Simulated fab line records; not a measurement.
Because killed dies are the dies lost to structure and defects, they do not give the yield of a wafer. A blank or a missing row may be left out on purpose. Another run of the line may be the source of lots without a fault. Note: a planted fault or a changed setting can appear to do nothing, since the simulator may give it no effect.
fab line records | flow n5Finfet
record: lots: 7 | wafers: 21 | lastDay: 18
route steps=1938 shown MIM_BOT_LITHO@1855 MIM_BOT_ETCH@1866 PASSIVATION@1936
lots that met no fault: from a run of the same line without faults
startH: hours from the record's opening day to when the first of the lot's shown wafers began | waitH: hours from the lot's prior step to this one | " the same as in the row above | L1.1+2: a row that stands for several wafers | - value missing, or start not given | * or withheld: withheld | < > ~ a bound
route shown NAME@n: a module of which the file shows steps, and the number in the route of the first | usual: mean and standard deviation over wafers with no fault | same: alike in all rows | chamber/n: place in a boat | sites: the reading at each site | _std_site: standard deviation across them | _edge_site: inner sites' mean taken away from outer sites' mean | radiusMm: how far each site lies from the wafer's centre | mask NAME#n: copy n | behind: the last tool/chamber to shape the wafer | hold: what put the lot on hold/how long, in hours/how the hold closed | device: the transistor (n, p or np) that didn't switch | end of line: tests run on the same wafers once the route is complete | step lacking rows: just its recipe | killed: count of dies lost to structure and defects at first sort (not the wafer's yield) | map: the dies of a wafer, with x for killed, . for not killed, _ for no die there
set.NAME: the run value of the setting; set.NAME@STEP: its run value at that earlier step | model.NAME: the simulator's own value behind a step, which no gauge read
lots seen at some steps along the route; tables by step, rows by wafer
services: the hour from which a tool's chamber was out of use, counted from the record's first day as startH (under 0 if before that day), plus the number of hours and why
== steps ==
step: N5_MIM_BOT_LITHO_COAT_02
recipe: spinRpm: * | resistThkNm: *
step: N5_MIM_BOT_LITHO_EBR_04
recipe: solvent: PGMEA | ebrWidthMm: 1.5
step: N5_MIM_BOT_LITHO_SOFTBAKE_03
recipe: tempC: 100 | timeS: 90
step: N5_MIM_BOT_LITHO_EXPOSE_05
recipe: maskId: MIM_BOT | na: 0.55 | sourceShape: conventional | sigmaOuter: 0.8 | polarization: unpolarized | doseMj: 24.25
step: N5_MIM_BOT_LITHO_PEB_06
recipe: pebTempC: withheld | pebTimeS: *
step: N5_MIM_BOT_LITHO_DEVELOP_07
recipe: developTimeS: 60 | rinseLiquid: diw | dry: airSpin | devTempC: 21
step: N5_MIM_BOT_LITHO_HARDBAKE_09
recipe: tempC: 130 | timeS: 120
step: N5_MIM_BOT_LITHO_CD_MEAS_08
recipe: targetCdNm: 3000 | landingEnergyEv: 500 | detector: seInlens | polarity: opening
usual: cdNm: 2999.0/1.4
lot.wafer | tool     | chamber | startH | waitH | cdNm
L511.1    | cdSem-02 | 0       | 314.86 | -     | 2999.3
L511.4    | "        | 0       | "      | "     | 2997.9
L511.6    | "        | 0       | "      | "     | 2997.8
L513.2    | cdSem-03 | 0       | 337.28 | -     | 3000.1
L513.3    | "        | 0       | "      | "     | 3000.0
L513.4    | "        | 0       | "      | "     | 2999.9
L523.1    | cdSem-02 | 0       | 389.60 | -     | 2997.3
L523.2    | "        | 0       | "      | "     | 2996.4
L523.3    | "        | 0       | "      | "     | 2995.9
L520.2    | cdSem-02 | 0       | 396.07 | -     | 2999.7
L520.4    | "        | 0       | "      | "     | 2998.7
L520.6    | "        | 0       | "      | "     | 2997.1
L526.1    | cdSem-02 | 0       | 399.18 | -     | 3001.4
L526.3    | "        | 0       | "      | "     | 3000.9
L526.6    | "        | 0       | "      | "     | 2999.5
L528.2    | cdSem-02 | 0       | 403.04 | -     | 3000.8
L528.3    | "        | 0       | "      | "     | 2998.5
L528.6    | "        | 0       | "      | "     | 3000.8
L531.1    | cdSem-01 | 0       | 412.07 | -     | 2997.7
L531.3    | "        | 0       | "      | "     | 2999.1
L531.5    | "        | 0       | "      | "     | 2997.8
step: N5_MIM_BOT_LITHO_OVL_MEAS_11
recipe: pointsPerWafer: 44
usual: MIM_BOT_OVL: 0/5.8
lot.wafer | tool       | chamber | startH | waitH | MIM_BOT_OVL[nm]
L511.1    | overlay-02 | 0       | 314.89 | 0.0   | 0
L511.4    | "          | 0       | "      | "     | 4
L511.6    | "          | 0       | "      | "     | -3
L513.2    | overlay-02 | 0       | 337.31 | 0.0   | 1
L513.3    | "          | 0       | "      | "     | 3
L513.4    | "          | 0       | "      | "     | -4
L523.1    | overlay-01 | 0       | 389.63 | 0.0   | 0
L523.2    | "          | 0       | "      | "     | -4
L523.3    | "          | 0       | "      | "     | -3
L520.2    | overlay-02 | 0       | 396.10 | 0.0   | 1
L520.4    | "          | 0       | "      | "     | -1
L520.6    | "          | 0       | "      | "     | 6
L526.1    | overlay-01 | 0       | 399.21 | 0.0   | -7
L526.3    | "          | 0       | "      | "     | -8
L526.6    | "          | 0       | "      | "     | -8
L528.2    | overlay-01 | 0       | 403.07 | 0.0   | -2
L528.3    | "          | 0       | "      | "     | 8
L528.6    | "          | 0       | "      | "     | 5
L531.1    | overlay-01 | 0       | 412.10 | 0.0   | 3
L531.3    | "          | 0       | "      | "     | 3
L531.5    | "          | 0       | "      | "     | 2
step: N5_MIM_BOT_LITHO_INSPECT_12
recipe: mode: adi | inspectInstrument: macro
usual: rawDefectCount: 1.9/1.3
lot.wafer | tool             | chamber | startH | waitH | rawDefectCount
L511.1    | defectInspect-01 | -       | 314.91 | 0.0   | 3
L511.4    | "                | -       | "      | "     | 0
L511.6    | "                | -       | "      | "     | 2
L513.2    | defectInspect-02 | -       | 337.33 | 0.0   | 2
L513.3    | "                | -       | "      | "     | 3
L513.4    | "                | -       | "      | "     | 2
L523.1    | defectInspect-02 | -       | 389.66 | 0.0   | 2
L523.2    | "                | -       | "      | "     | 2
L523.3    | "                | -       | "      | "     | 2
L520.2    | defectInspect-01 | -       | 396.12 | 0.0   | 0
L520.4    | "                | -       | "      | "     | 3
L520.6    | "                | -       | "      | "     | 2
L526.1    | defectInspect-01 | -       | 399.23 | 0.0   | 0
L526.3    | "                | -       | "      | "     | 0
L526.6    | "                | -       | "      | "     | 4
L528.2    | defectInspect-01 | -       | 403.10 | 0.0   | 2
L528.3    | "                | -       | "      | "     | 3
L528.6    | "                | -       | "      | "     | 0
L531.1    | defectInspect-02 | -       | 412.13 | 0.0   | 3
L531.3    | "                | -       | "      | "     | 0
L531.5    | "                | -       | "      | "     | 3
step: N5_MIM_BOT_LITHO_DESCUM_10
recipe: chemistry: O2 | timeS: 7.9 | sourcePowerW: 50 | biasPowerW: 20 | pressureMtorr: 20 | rfFrequencyHz: 2.712e+07 | tempC: 40 | o2FlowSccm: 225
usual: drypumpMotorCurrentA: 5.8/0.47 | oesProductAu: 0.82/0.078 | rfVppV: 242.9/1.5 | showerheadPlenumPTorr: 2.08/0.076 | throttleValvePct: 20.45/0.24
lot.wafer | tool       | chamber | startH | waitH | drypumpMotorCurrentA | oesProductAu | rfHoursCounterH | rfVppV | showerheadPlenumPTorr | throttleValvePct
L511.1    | rieDiel-06 | 2       | 315.08 | 0.2   | 5.5                  | 0.76         | 151             | 243.0  | 2.09                  | 20.30
L511.4    | "          | 2       | "      | "     | 5.5                  | 0.75         | -               | 244.9  | 2.09                  | 20.33
L511.6    | "          | 3       | "      | "     | 4.9                  | 0.91         | -               | 242.1  | 2.04                  | 20.64
L513.2    | rieDiel-05 | 1       | 337.36 | 0.0   | 6.5                  | 0.95         | 6               | 245.6  | 2.25                  | 20.39
L513.3    | "          | 0       | "      | "     | 6.4                  | 0.84         | 62              | 242.4  | 2.04                  | 20.03
L513.4    | "          | 1       | "      | "     | 6.5                  | 0.95         | -               | 245.3  | 2.25                  | 20.39
L523.1    | rieDiel-06 | 1       | 389.69 | 0.0   | 5.8                  | 0.71         | 215             | 241.6  | 1.98                  | 20.67
L523.2    | "          | 2       | "      | "     | 5.5                  | 0.74         | 177             | 241.9  | 2.08                  | 20.35
L523.3    | "          | 3       | "      | "     | 4.9                  | 0.88         | 63              | 242.5  | 2.04                  | 20.67
L520.2    | rieDiel-03 | 3       | 396.16 | 0.0   | 5.3                  | 0.89         | 38              | 243.0  | 2.04                  | 20.16
L520.4    | "          | 2       | "      | "     | 5.8                  | 0.79         | -               | 244.0  | 2.19                  | 20.41
L520.6    | "          | 3       | "      | "     | 5.3                  | 0.88         | -               | 243.2  | 2.04                  | 20.15
L526.1    | rieDiel-03 | 2       | 399.26 | 0.0   | 5.8                  | 0.80         | 119             | 244.9  | 2.19                  | 20.40
L526.3    | "          | 3       | "      | "     | 5.3                  | 0.87         | 40              | 243.0  | 2.04                  | 20.15
L526.6    | "          | 3       | "      | "     | 5.3                  | 0.88         | -               | 242.2  | 2.04                  | 20.16
L528.2    | rieDiel-03 | 2       | 403.23 | 0.1   | 5.8                  | 0.80         | 121             | 245.4  | 2.19                  | 20.43
L528.3    | "          | 3       | "      | "     | 5.3                  | 0.87         | 43              | 244.4  | 2.04                  | 20.16
L528.6    | "          | 1       | "      | "     | 5.5                  | 0.84         | -               | 244.3  | 2.04                  | 20.70
L531.1    | rieDiel-05 | 3       | 412.16 | 0.0   | 5.4                  | 0.90         | 24              | 240.0  | 2.05                  | 20.60
L531.3    | "          | 0       | "      | "     | 6.5                  | 0.81         | 94              | 241.3  | 2.03                  | 20.07
L531.5    | "          | 0       | "      | "     | 6.5                  | 0.81         | -               | 242.0  | 2.03                  | 20.08
step: N5_MIM_BOT_ETCH_ETCH_04
recipe: chemistry: CF4/O2 | target: SiNx | targetDepthA: 260 | timeS: 13 | ionEnergyEv: 100 | pressureMtorr: 40 | sourceW: 535 | biasW: 49 | Ar_flow_sccm: 100 | cf4FlowSccm: 100 | O2_flow_sccm: 10
usual: drypumpMotorCurrentA: 5.8/0.47 | oesProductAu: 0.82/0.078 | rfVppV: 239.2/2.1 | showerheadPlenumPTorr: 2.19/0.076 | throttleValvePct: 15.99/0.24
lot.wafer | tool       | chamber | startH | waitH | drypumpMotorCurrentA | oesProductAu | rfHoursCounterH | rfVppV | showerheadPlenumPTorr | throttleValvePct
L511.1    | rieDiel-06 | 2       | 315.15 | 0.0   | 5.5                  | 0.76         | 151             | 238.8  | 2.20                  | 15.94
L511.4    | "          | 2       | "      | "     | 5.5                  | 0.77         | -               | 239.3  | 2.20                  | 15.93
L511.6    | "          | 3       | "      | "     | 4.9                  | 0.91         | -               | 243.3  | 2.16                  | 16.12
L513.2    | rieDiel-05 | 1       | 337.43 | 0.0   | 6.5                  | 0.94         | 6               | 240.1  | 2.35                  | 15.84
L513.3    | "          | 0       | "      | "     | 6.4                  | 0.86         | 62              | 238.4  | 2.15                  | 15.54
L513.4    | "          | 1       | "      | "     | 6.5                  | 0.94         | -               | 238.8  | 2.35                  | 15.85
L523.1    | rieDiel-06 | 1       | 389.76 | 0.0   | 5.8                  | 0.71         | 215             | 237.9  | 2.10                  | 16.32
L523.2    | "          | 2       | "      | "     | 5.5                  | 0.74         | 177             | 238.6  | 2.19                  | 15.95
L523.3    | "          | 3       | "      | "     | 4.9                  | 0.88         | 63              | 241.1  | 2.15                  | 16.19
L520.2    | rieDiel-03 | 3       | 396.22 | 0.0   | 5.3                  | 0.88         | 38              | 240.9  | 2.16                  | 15.67
L520.4    | "          | 2       | "      | "     | 5.8                  | 0.81         | -               | 239.2  | 2.31                  | 15.99
L520.6    | "          | 3       | "      | "     | 5.3                  | 0.88         | -               | 240.7  | 2.16                  | 15.68
L526.1    | rieDiel-03 | 2       | 399.33 | 0.0   | 5.8                  | 0.79         | 119             | 240.0  | 2.31                  | 16.01
L526.3    | "          | 3       | "      | "     | 5.3                  | 0.88         | 40              | 239.8  | 2.15                  | 15.69
L526.6    | "          | 3       | "      | "     | 5.3                  | 0.87         | -               | 240.3  | 2.15                  | 15.69
L528.2    | rieDiel-03 | 2       | 403.30 | 0.0   | 5.8                  | 0.80         | 121             | 239.3  | 2.31                  | 16.02
L528.3    | "          | 3       | "      | "     | 5.3                  | 0.86         | 43              | 240.1  | 2.15                  | 15.69
L528.6    | "          | 1       | "      | "     | 5.5                  | 0.84         | -               | 240.4  | 2.14                  | 16.11
L531.1    | rieDiel-05 | 3       | 412.23 | 0.0   | 5.4                  | 0.90         | 24              | 234.5  | 2.16                  | 16.08
L531.3    | "          | 0       | "      | "     | 6.4                  | 0.81         | 94              | 238.0  | 2.14                  | 15.60
L531.5    | "          | 0       | "      | "     | 6.4                  | 0.82         | -               | 238.9  | 2.14                  | 15.59
step: N5_MIM_BOT_ETCH_ETCH_03
recipe: chemistry: Cl2/BCl3 | targetDepthA: 120 | pressureMtorr: 8 | icpW: 800 | biasW: 100 | Cl2_flow_sccm: 20 | bcl3FlowSccm: 80
usual: drypumpMotorCurrentA: 5.86/0.27 | oesProductAu: 0.78/0.1 | throttleValvePct: 27.50/0.26
lot.wafer | tool        | chamber | startH | waitH | drypumpMotorCurrentA | oesProductAu | rfHoursCounterH | throttleValvePct | model.etch.depthNm | model.MIM_BOT_ETCH.cdOffsetNm
L511.1    | rieMetal-01 | 1       | 315.24 | 0.1   | 6.14                 | 0.95         | 4               | 27.34            | 11.95              | 0
L511.4    | "           | 1       | "      | "     | 6.18                 | 0.95         | -               | 27.36            | 12.05              | 0.2
L511.6    | "           | 0       | "      | "     | 5.90                 | 0.69         | -               | 27.56            | 12.03              | -0.2
L513.2    | rieMetal-01 | 0       | 337.56 | 0.1   | 5.90                 | 0.68         | 74              | 27.59            | 12.1               | -0.2
L513.3    | "           | 1       | "      | "     | 6.10                 | 0.93         | -               | 27.35            | 12.12              | 0
L513.4    | "           | 0       | "      | "     | 5.90                 | 0.69         | -               | 27.57            | 12.18              | -0.2
L523.1    | rieMetal-01 | 1       | 389.84 | 0.1   | 6.18                 | 0.88         | 13              | 27.36            | 11.86              | 0.2
L523.2    | "           | 0       | "      | "     | 5.92                 | 0.67         | 81              | 27.61            | 11.94              | -0.2
L523.3    | "           | 1       | "      | "     | 6.17                 | 0.88         | -               | 27.37            | 11.82              | 0
L520.2    | rieMetal-01 | 0       | 396.31 | 0.1   | 5.91                 | 0.55         | 81              | 27.60            | 8.64               | 1.2
L520.4    | "           | 0       | "      | "     | 5.91                 | 0.67         | -               | 27.59            | 12.15              | -0.4
L520.6    | "           | 0       | "      | "     | 5.91                 | 0.67         | -               | 27.62            | 12.11              | -0.4
L526.1    | rieMetal-01 | 1       | 399.42 | 0.1   | 6.13                 | 0.71         | 14              | 27.38            | 8.427              | 1.6
L526.3    | "           | 0       | "      | "     | 5.91                 | 0.54         | -               | 27.61            | 8.52               | 1.6
L526.6    | "           | 1       | "      | "     | 6.15                 | 0.87         | -               | 27.35            | 11.79              | 0
L528.2    | rieMetal-01 | 0       | 403.39 | 0.1   | 5.91                 | 0.54         | 82              | 27.62            | 8.631              | 1.4
L528.3    | "           | 1       | "      | "     | 6.13                 | 0.72         | -               | 27.36            | 8.515              | 1.2
L528.6    | "           | 1       | "      | "     | 6.13                 | 0.87         | -               | 27.38            | 11.86              | -0.2
L531.1    | rieMetal-02 | 0       | 412.32 | 0.1   | 5.67                 | 0.66         | 105             | 27.03            | 12.13              | 0.4
L531.3    | "           | 1       | "      | "     | 5.33                 | 0.86         | -               | 27.88            | 12.06              | 0.2
L531.5    | "           | 0       | "      | "     | 5.64                 | 0.66         | -               | 27.03            | 12.19              | 0.2
step: N5_MIM_BOT_ETCH_ETCH_00
recipe: chemistry: Cl2/BCl3 | target: TiN | targetDepthA: 455 | ionEnergyEv: 150 | pressureMtorr: 10 | icpW: 1000 | biasW: 126 | Cl2_flow_sccm: 53.25 | bcl3FlowSccm: 21.75 | Ar_flow_sccm: 25
usual: drypumpMotorCurrentA: 5.86/0.27 | oesProductAu: 0.78/0.1 | throttleValvePct: 21.86/0.21
lot.wafer | tool        | chamber | startH | waitH | drypumpMotorCurrentA | oesProductAu | rfHoursCounterH | throttleValvePct | model.MIM_BOT_ETCH.cdOffsetNm
L511.1    | rieMetal-01 | 1       | 315.33 | 0.1   | 6.11                 | 0.95         | 4               | 21.69            | 0
L511.4    | "           | 1       | "      | "     | 6.15                 | 0.95         | -               | 21.71            | 0.4
L511.6    | "           | 0       | "      | "     | 5.91                 | 0.69         | -               | 21.92            | 0
L513.2    | rieMetal-01 | 0       | 337.65 | 0.1   | 5.91                 | 0.68         | 74              | 21.92            | 0
L513.3    | "           | 1       | "      | "     | 6.15                 | 0.93         | -               | 21.73            | 0
L513.4    | "           | 0       | "      | "     | 5.93                 | 0.68         | -               | 21.92            | -0.2
L523.1    | rieMetal-01 | 1       | 389.93 | 0.1   | 6.11                 | 0.89         | 14              | 21.72            | 0.4
L523.2    | "           | 0       | "      | "     | 5.94                 | 0.66         | 81              | 21.95            | -0.2
L523.3    | "           | 1       | "      | "     | 6.19                 | 0.88         | -               | 21.74            | 0
L520.2    | rieMetal-01 | 0       | 396.40 | 0.1   | 5.90                 | 0.67         | 81              | 21.95            | 1
L520.4    | "           | 0       | "      | "     | 5.92                 | 0.66         | -               | 21.95            | -0.6
L520.6    | "           | 0       | "      | "     | 5.90                 | 0.66         | -               | 21.95            | -0.4
L526.1    | rieMetal-01 | 1       | 399.51 | 0.1   | 6.15                 | 0.87         | 14              | 21.75            | 1.6
L526.3    | "           | 0       | "      | "     | 5.91                 | 0.66         | -               | 21.95            | 1.6
L526.6    | "           | 1       | "      | "     | 6.14                 | 0.88         | -               | 21.75            | 0
L528.2    | rieMetal-01 | 0       | 403.48 | 0.1   | 5.92                 | 0.66         | 82              | 21.97            | 1.4
L528.3    | "           | 1       | "      | "     | 6.15                 | 0.87         | -               | 21.74            | 1.2
L528.6    | "           | 1       | "      | "     | 6.14                 | 0.87         | -               | 21.75            | 0
L531.1    | rieMetal-02 | 0       | 412.41 | 0.1   | 5.65                 | 0.66         | 105             | 21.51            | 0.6
L531.3    | "           | 1       | "      | "     | 5.39                 | 0.86         | -               | 22.17            | 0.2
L531.5    | "           | 0       | "      | "     | 5.63                 | 0.66         | -               | 21.50            | 0.4
step: N5_MIM_BOT_ETCH_STRIP_01
recipe: chemistry: O2 | powerW: 600 | tempC: 60 | pressureMtorr: 30 | rfFrequencyHz: 6e+07 | biasPowerW: 0 | overashFraction: 0.5 | o2FlowSccm: 225
usual: drypumpMotorCurrentA: 5.7/0.43 | oesProductAu: 0.82/0.077 | rfVppV: 3.6/1.2 | showerheadPlenumPTorr: 2.07/0.072 | throttleValvePct: 16.70/0.21
lot.wafer | tool       | chamber | startH | waitH | drypumpMotorCurrentA | oesProductAu | rfHoursCounterH | rfVppV | showerheadPlenumPTorr | throttleValvePct
L511.1    | rieDiel-03 | 1       | 315.58 | 0.2   | 5.5                  | 0.90         | 39              | 4.3    | 2.06                  | 16.83
L511.4    | "          | 2       | "      | "     | 5.8                  | 0.82         | 86              | 2.8    | 2.21                  | 16.61
L511.6    | "          | 0       | "      | "     | 5.7                  | 0.69         | -               | 1.6    | 1.98                  | 17.03
L513.2    | rieDiel-06 | 0       | 337.82 | 0.1   | 5.7                  | 0.86         | 56              | 2.9    | 2.04                  | 16.62
L513.3    | "          | 3       | "      | "     | 4.9                  | 0.88         | 47              | 1.6    | 2.05                  | 16.86
L513.4    | "          | 1       | "      | "     | 5.8                  | 0.71         | 197             | 3.8    | 1.99                  | 16.96
L523.1    | rieDiel-05 | 0       | 390.50 | 0.5   | 6.5                  | 0.83         | 86              | 5.9    | 2.04                  | 16.34
L523.2    | "          | 1       | "      | "     | 6.5                  | 0.89         | 30              | 3.3    | 2.24                  | 16.62
L523.3    | "          | 1       | "      | "     | 6.5                  | 0.88         | -               | 2.0    | 2.24                  | 16.59
L520.2    | rieDiel-03 | 3       | 396.59 | 0.1   | 5.3                  | 0.89         | 39              | 5.0    | 2.05                  | 16.38
L520.4    | "          | 1       | "      | "     | 5.5                  | 0.84         | -               | 4.0    | 2.05                  | 16.83
L520.6    | "          | 2       | "      | "     | 5.8                  | 0.80         | -               | 5.0    | 2.19                  | 16.63
L526.1    | rieDiel-05 | 2       | 399.65 | 0.1   | 6.3                  | 0.99         | 3               | 3.2    | 2.07                  | 16.46
L526.3    | "          | 3       | "      | "     | 5.4                  | 0.90         | 19              | 3.9    | 2.05                  | 16.76
L526.6    | "          | 0       | "      | "     | 6.4                  | 0.81         | -               | 4.2    | 2.04                  | 16.33
L528.2    | rieDiel-05 | 0       | 403.62 | 0.1   | 6.5                  | 0.84         | 91              | 5.2    | 2.04                  | 16.28
L528.3    | "          | 3       | "      | "     | 5.4                  | 0.88         | 20              | 3.2    | 2.05                  | 16.77
L528.6    | "          | 0       | "      | "     | 6.4                  | 0.81         | -               | 5.1    | 2.04                  | 16.33
L531.1    | rieDiel-03 | 2       | 412.55 | 0.1   | 5.8                  | 0.78         | 125             | 6.9    | 2.19                  | 16.71
L531.3    | "          | 3       | "      | "     | 5.3                  | 0.85         | 47              | 4.3    | 2.04                  | 16.41
L531.5    | "          | 2       | "      | "     | 5.8                  | 0.78         | -               | 3.1    | 2.19                  | 16.67
step: N5_PASSIVATION_PROBE_49
usual: defectLimitedYield: 91.1/1.4 | killed_at_M0_to_M3: 34/10 | killed_at_M4_up: 14/5.5 | killedAtContacts: 12/5.1 | killedAtFrontEnd: 41/12 | killedAtOther: 4/3.1 | killedDies: 105/17 | killedOpen: 70/13 | killedShort: 33/7.6 | sort_bin_5_function: 5.3/0.98 | sort_bin_6_memory: 3.3/0.67 | sortNPass: 1075/17 | sortYieldPct: 91.1/1.4
same: grossDies: 1180 | killedAtBackSide: 0 | sort_bin_4_leakage[%]: 0 | sort_bin_8_speed[%]: 0
lot.wafer | tool      | chamber | startH | waitH | defectLimitedYield[%] | killed_at_M0_to_M3 | killed_at_M4_up | killedAtContacts | killedAtFrontEnd | killedAtOther | killedDies | killedOpen | killedShort | sort_bin_5_function[%] | sort_bin_6_memory[%] | sortNPass | sortYieldPct[%]
L523.1    | prober-01 | -       | 400.68 | 0.0   | 91.3                  | 25                 | 18              | 13               | 38               | 9             | 103        | 68         | 33          | 5.2                    | 3.3                  | 1077      | 91.3
L523.2    | prober-01 | -       | 400.73 | 0.1   | 91.9                  | 40                 | 18              | 7                | 31               | 0             | 96         | 77         | 18          | 4.9                    | 3.0                  | 1084      | 91.9
L523.3    | prober-01 | -       | 400.78 | 0.1   | 89.3                  | 28                 | 18              | 25               | 54               | 1             | 126        | 88         | 36          | 6.5                    | 3.6                  | 1054      | 89.3
L520.2    | prober-02 | -       | 407.97 | 0.1   | 91.4                  | 33                 | 18              | 17               | 28               | 6             | 102        | 77         | 25          | 5.4                    | 3.1                  | 1078      | 91.4
L520.4    | prober-02 | -       | 408.07 | 0.2   | 89.1                  | 44                 | 8               | 13               | 52               | 12            | 129        | 84         | 45          | 5.7                    | 4.8                  | 1051      | 89.1
L520.6    | prober-02 | -       | 408.17 | 0.3   | 89.0                  | 32                 | 19              | 5                | 69               | 5             | 130        | 91         | 39          | 6.9                    | 4.0                  | 1050      | 89.0
L526.1    | prober-01 | -       | 408.93 | 0.0   | 90.9                  | 28                 | 9               | 22               | 44               | 4             | 107        | 68         | 37          | 6.3                    | 2.6                  | 1073      | 90.9
L526.3    | prober-01 | -       | 409.03 | 0.1   | 90.6                  | 34                 | 18              | 19               | 38               | 2             | 111        | 65         | 45          | 6.3                    | 2.8                  | 1069      | 90.6
L526.6    | prober-01 | -       | 409.18 | 0.3   | 93.1                  | 18                 | 13              | 5                | 40               | 6             | 82         | 50         | 31          | 4.5                    | 2.2                  | 1098      | 93.1
killed by level:class
L523.1 MOL_CONTACT_COAG:geometricParticle:open=10 FIN_SAQP:geometricParticle:open=7 DUMMY_GATE:geometricParticle:open=6 BEOL_M1:geometricParticle:open=6 BEOL_M0_SAQP:geometricParticle:open=5 PASS1_CAP:geometricParticle:open=4 STI_FIN_REVEAL:geometricParticle:open=4 GATE_CUT:geometricParticle:short=4
L523.2 BEOL_M2:geometricParticle:open=13 BEOL_M0_SAQP:geometricParticle:open=9 FIN_SAQP:geometricParticle:open=8 BEOL_M4:geometricParticle:open=7 BEOL_M3:geometricParticle:open=7 STI_FIN_REVEAL:geometricParticle:open=6 MOL_CONTACT_COAG:geometricParticle:open=6 FIN_SAQP:geometricParticle:short=4
L523.3 MOL_CONTACT_COAG:geometricParticle:open=21 FIN_SAQP:geometricParticle:open=19 BEOL_M4:geometricParticle:open=9 FIN_SAQP:geometricParticle:short=6 STI_FIN_REVEAL:geometricParticle:open=6 GATE_CUT:geometricParticle:short=5 BEOL_M1:geometricParticle:open=5 STARTING-WAFER:geometricParticle:short=5
L520.2 MOL_CONTACT_COAG:geometricParticle:open=15 BEOL_M2:geometricParticle:open=15 DUMMY_GATE:geometricParticle:open=8 BEOL_M4:geometricParticle:open=8 BEOL_M0:geometricParticle:open=5 FIN_SAQP:geometricParticle:open=4 FIN_SAQP:geometricParticle:short=4 DUMMY_GATE:geometricParticle:short=3
L520.4 STI_FIN_REVEAL:geometricParticle:open=14 BEOL_M3:geometricParticle:open=11 BEOL_M0_SAQP:geometricParticle:open=9 BEOL_M2:geometricParticle:open=8 MOL_CONTACT_COAG:geometricParticle:open=8 GATE_CUT:geometricParticle:open=7 GATE_CUT:geometricParticle:short=6 MOL_CONTACT_COAG:geometricParticle:short=5
L520.6 FIN_SAQP:geometricParticle:open=26 BEOL_M2:geometricParticle:open=12 BEOL_M4:geometricParticle:open=11 STI_FIN_REVEAL:geometricParticle:short=10 STI_FIN_REVEAL:geometricParticle:open=9 GATE_CUT:geometricParticle:short=7 BEOL_M0_SAQP:geometricParticle:open=6 MOL_CONTACT_COAG:geometricParticle:open=5
L526.1 MOL_CONTACT_COAG:geometricParticle:open=20 FIN_SAQP:geometricParticle:open=8 FIN_SAQP:geometricParticle:short=7 STI_FIN_REVEAL:geometricParticle:open=7 BEOL_M2:geometricParticle:open=7 BEOL_M1:geometricParticle:short=5 GATE_CUT:geometricParticle:open=4 BEOL_M0_SAQP:geometricParticle:open=4
L526.3 MOL_CONTACT_COAG:geometricParticle:open=15 BEOL_M0_SAQP:geometricParticle:short=10 STI_FIN_REVEAL:geometricParticle:open=7 BEOL_M4:geometricParticle:open=7 BEOL_M0_SAQP:geometricParticle:open=6 FIN_SAQP:geometricParticle:short=5 FIN_CUT:geometricParticle:short=5 GATE_CUT:geometricParticle:open=5
L526.6 STI_FIN_REVEAL:geometricParticle:open=15 FIN_SAQP:geometricParticle:short=7 BEOL_M0_SAQP:geometricParticle:short=5 BEOL_M0_SAQP:geometricParticle:open=5 GATE_CUT:geometricParticle:short=4 MOL_CONTACT_COAG:geometricParticle:short=4 BEOL_M5:geometricParticle:open=4 DUMMY_GATE:geometricParticle:open=3
== services ==
tool        | chamber | startH | hours | kind
rieDiel-05  | 1       | 299.46 | 2.0   | repair
rieDiel-06  | 1       | 299.65 | 16.4  | repair
rieDiel-05  | 1       | 303.94 | -     | clean
rieDiel-05  | 1       | 303.94 | -     | consumableReplace:focusRing
rieDiel-05  | 1       | 303.94 | -     | consumableReplace:showerhead
rieDiel-05  | 1       | 303.94 | 18.2  | scheduledDown
rieDiel-05  | 1       | 303.94 | 18.2  | ventCycle
rieDiel-03  | -       | 322.24 | 2.8   | pm
rieDiel-05  | 3       | 322.39 | -     | clean
rieDiel-05  | 3       | 322.39 | -     | consumableReplace:focusRing
rieMetal-01 | 0       | 332.37 | 4.0   | repair
rieMetal-02 | 1       | 353.84 | 23.1  | repair
rieDiel-05  | 2       | 372.24 | -     | clean
rieDiel-05  | 2       | 372.24 | -     | consumableReplace:focusRing
rieDiel-05  | 2       | 372.24 | 19.2  | scheduledDown
rieDiel-05  | 2       | 372.24 | 19.2  | ventCycle
rieDiel-03  | 0       | 387.84 | -     | clean
rieDiel-03  | 0       | 387.84 | -     | consumableReplace:focusRing
rieDiel-03  | 0       | 387.84 | -     | consumableReplace:showerhead
rieDiel-03  | 0       | 387.84 | 21.5  | scheduledDown
rieDiel-03  | 0       | 387.84 | 21.5  | ventCycle
rieDiel-05  | 3       | 390.05 | 2.9   | repair
== key ==
firstSign: step: N5_MIM_BOT_ETCH_ETCH_03 | reading: oesProductAu | direction: down | sigmas: 1.6 | usual: 0.78 | struck: 0.61
effect none on later readings
modelEffect: step: N5_MIM_BOT_ETCH_ETCH_03 | value: etch.depthNm | without: 11.93 | struck: 8.547
modelEffect: step: N5_MIM_BOT_ETCH_ETCH_00 | value: MIM_BOT_ETCH.cdOffsetNm | without: 0 | struck: 1.36
metAt N5_MIM_BOT_ETCH_ETCH_03
struckWafers L520.2,L526.1,L526.3,L528.2,L528.3
onsetBetween 389.84 396.31
fault: kind: processParameterDrift | tool: rieMetal-01 | chamber: - | onsetH: 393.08 | steps: N5_MIM_BOT_ETCH_ETCH_03 | channel: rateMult | offset: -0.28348 | shape: step | endH: 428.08 | scope: struckWafersOnly
